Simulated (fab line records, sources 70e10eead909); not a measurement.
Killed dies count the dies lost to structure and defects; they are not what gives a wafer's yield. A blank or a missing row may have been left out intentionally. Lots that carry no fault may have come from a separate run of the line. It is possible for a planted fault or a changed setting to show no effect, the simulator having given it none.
Which tool is to blame? / flow nand_harc / 6 lots, 18 wafers sampled, at 4 steps of a route of 1302

== WHAT THE GAUGES SHOWED, per wafer ==
NHARC_P_GATE_CD_MEAS_91: the cd target is 2000 nm.
lot=L129; measured=day 6 22:05; on=cd_sem-01; cd_nm (nm)=2003.5 2003.4 2000.1
lot=L131; measured=day 7 17:05; on=cd_sem-02; cd_nm (nm)=2000.8 2002.4 2001.8
lot=L133; measured=day 8 12:10; on=cd_sem-02; cd_nm (nm)=2003.0 2000.3 2000.9
lot=L135; measured=day 9 14:33; on=cd_sem-02; cd_nm (nm)=2000.5 1999.2 1998.0
lot=L147; measured=day 14 08:23; on=cd_sem-01; cd_nm (nm)=2044.8 2047.2 2048.8
lot=L149; measured=day 15 02:45; on=cd_sem-02; cd_nm (nm)=2053.0 2052.7 2048.9

== WHAT TOOL EACH LOT RAN ON (gives the tool, then ch and the chambers of the sampled wafers, and finally the start) ==
lot=L129; NHARC_P_GATE_ETCHBACK_37=rie_diel-12 ch 0,3, day 6 21:18 or earlier; NHARC_P_GATE_STRIP_76=plasma_asher-02 ch 0,1, day 6 21:18; NHARC_P_GATE_EXPOSE_88=krf_scanner-04 ch 0, day 6 21:56
lot=L131; NHARC_P_GATE_ETCHBACK_37=rie_diel-12 ch 2,3, day 7 16:17 or earlier; NHARC_P_GATE_STRIP_76=plasma_asher-01 ch 0,1, day 7 16:17; NHARC_P_GATE_EXPOSE_88=krf_scanner-04 ch 0, day 7 16:56
lot=L133; NHARC_P_GATE_ETCHBACK_37=rie_diel-12 ch 1,2,3, day 8 11:15 or earlier; NHARC_P_GATE_STRIP_76=plasma_asher-02 ch 0,1, day 8 11:15; NHARC_P_GATE_EXPOSE_88=krf_scanner-04 ch 0, day 8 12:01
lot=L135; NHARC_P_GATE_ETCHBACK_37=rie_diel-05 ch 0,1,3, day 9 13:46 or earlier; NHARC_P_GATE_STRIP_76=plasma_asher-01 ch 0,1, day 9 13:46; NHARC_P_GATE_EXPOSE_88=krf_scanner-04 ch 0, day 9 14:24
lot=L147; NHARC_P_GATE_ETCHBACK_37=rie_diel-05 ch 0,1,2, day 14 07:37 or earlier; NHARC_P_GATE_STRIP_76=plasma_asher-01 ch 0,1, day 14 07:37; NHARC_P_GATE_EXPOSE_88=krf_scanner-04 ch 0, day 14 08:14
lot=L149; NHARC_P_GATE_ETCHBACK_37=rie_diel-06 ch 2,3, day 15 01:50 or earlier; NHARC_P_GATE_STRIP_76=plasma_asher-02 ch 0,1, day 15 01:50; NHARC_P_GATE_EXPOSE_88=krf_scanner-04 ch 0, day 15 02:36
- NHARC_P_GATE_ETCHBACK_37: etches the open film in CHF3/O2, target depth 34.5 nm, time 17.2 s.
- NHARC_P_GATE_STRIP_76: strips in O2.
- NHARC_P_GATE_EXPOSE_88: exposes mask P HVN, target cd 2000 nm.

== THE ANSWER, worked out from the rows above alone ==
Rule: usual is defined by the lots themselves. Put in order of their means at a reading, lots are off if they are a third of the lots or fewer, leave a main group of 4 or more, and stand apart from it by a gap of 3 or more times the standard deviation of the main group's means; of several such gaps the widest counts. A main group whose means are all the same, to the digits that the tables above print for the reading, isn't used. Also off: a lot with no number at a reading for which 4 or more lots have one. All remaining lots with rows at the step are treated as sound.
Off, at NHARC_P_GATE_CD_MEAS_91 on cd_nm: L147, L149. The main group: mean 2001.2 nm, standard deviation 1.2.
If a tool, at a process step before that reading, ran all the lots that are off and no sound lot after the first of them, it fits. Gauges at NHARC_P_GATE_CD_MEAS_91: tried the same way as those tools. Because NHARC_P_GATE_ETCHBACK_37 lacks a start for some lots, the hours and order of its lots are taken from NHARC_P_GATE_STRIP_76. One fits: NHARC_P_GATE_EXPOSE_88 on krf_scanner-04. Its last sound lot is L135 (day 9 14:24), its first lot that is off L147 (day 14 08:14): a fault that began between those two fits.

== WHAT THE SIMULATOR HAD PUT IN ==
Process parameters drifting: krf_scanner-04 at NHARC_P_GATE_EXPOSE_88, beginning at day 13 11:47. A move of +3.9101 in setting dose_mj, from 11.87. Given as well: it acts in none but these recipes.
Lots struck among those shown: L147, L149. Same finding as the rule above.
